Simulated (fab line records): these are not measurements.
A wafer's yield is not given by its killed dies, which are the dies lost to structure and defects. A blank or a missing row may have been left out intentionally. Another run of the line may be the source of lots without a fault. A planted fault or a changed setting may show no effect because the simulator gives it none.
The same fault as seen by 2 desks | flow n5 finfet | each desk has only its own numbers; what lay behind them comes last

THE TOOL OWNER'S DESK: pecvd-03
The tool's own readings at N5_BEOL_M0_SAQP_PECVD_03 (deposits SiCN from 3MS/NH3, target thk 12 nm, time 21.1 s): means of the sampled wafers that have a number, for each lot that ran on this tool. If a lot's mean is further than 4 standard deviations from the usual mean, the lot is out of limits and carries the mark OUT (the distance appears in the brackets).
Columns: A = showerhead plenum p Torr at N5_BEOL_M0_SAQP_PECVD_03, usual 3.671 Torr; B = throttle valve pct at N5_BEOL_M0_SAQP_PECVD_03, usual 8.8 %
lot  | first seen here | A     | B
L489 | day 7 10:37     | 3.674 | 8.4
L490 | day 7 13:51     | 3.681 | 8.8
L492 | day 7 23:51     | 3.674 | 8.5
L496 | day 8 23:48     | 3.680 | 8.6
L504 | day 11 04:17    | 3.677 | 8.7
Finding of this desk: none of the 5 lots has anything out of limits.

FROM THE METROLOGY DESK
Lot by lot, what the gauges showed, no matter which tool ran the lot: averages of those sampled wafers that carry a number. If a lot's mean is further than 4 standard deviations from the usual mean, the lot is out of limits and carries the mark OUT (the distance appears in the brackets). Only the readings that lie furthest out on some lot appear, 7 of the 10 it has.
Columns: A = DIBL_N at N5_BEOL_M4_RC_MEAS_101, usual 36.5 mV/V; B = DIBL_P at N5_BEOL_M4_RC_MEAS_101, usual 36.5 mV/V; C = IOFF_N at N5_BEOL_M4_RC_MEAS_101, usual 0.163 nA/um; D = IOFF_P at N5_BEOL_M4_RC_MEAS_101, usual 0.219 nA/um; E = ION_N at N5_BEOL_M4_RC_MEAS_101, usual 675 uA/um; F = SS_P at N5_BEOL_M4_RC_MEAS_101, usual 73.4 mV/dec; G = VT_P at N5_BEOL_M4_RC_MEAS_101, usual -250 mV
lot  | first seen here | A    | B    | C     | D     | E   | F    | G
L489 | day 9 21:19     | 36.3 | 35.9 | 0.166 | 0.195 | 671 | 73.2 | -251
L490 | day 9 22:42     | 35.1 | 34.3 | 0.138 | 0.223 | 671 | 72.8 | -247
L493 | day 10 15:59    | 36.6 | 37.5 | 0.177 | 0.260 | 675 | 72.7 | -246
L492 | day 10 21:46    | 37.0 | 37.7 | 0.163 | 0.219 | 679 | 73.8 | -250
L496 | day 11 18:43    | 35.3 | 36.4 | 0.151 | 0.215 | 673 | 73.6 | -250
L501 | day 12 21:46    | 37.7 | 37.8 | 0.191 | 0.232 | 686 | 73.5 | -250
L502 | day 13 02:41    | 38.4 | 37.8 | 0.178 | 0.244 | 677 | 74.2 | -247
L504 | day 13 22:22    | 34.7 | 36.4 | 0.149 | 0.210 | 677 | 73.1 | -249
Finding of this desk: none of the 8 lots has anything out of limits.

TAKEN TOGETHER
The tool owner's desk saw nothing out of limits.
From the metrology desk's view, nothing was out of limits.

WHAT THE SIMULATOR HAD PUT IN
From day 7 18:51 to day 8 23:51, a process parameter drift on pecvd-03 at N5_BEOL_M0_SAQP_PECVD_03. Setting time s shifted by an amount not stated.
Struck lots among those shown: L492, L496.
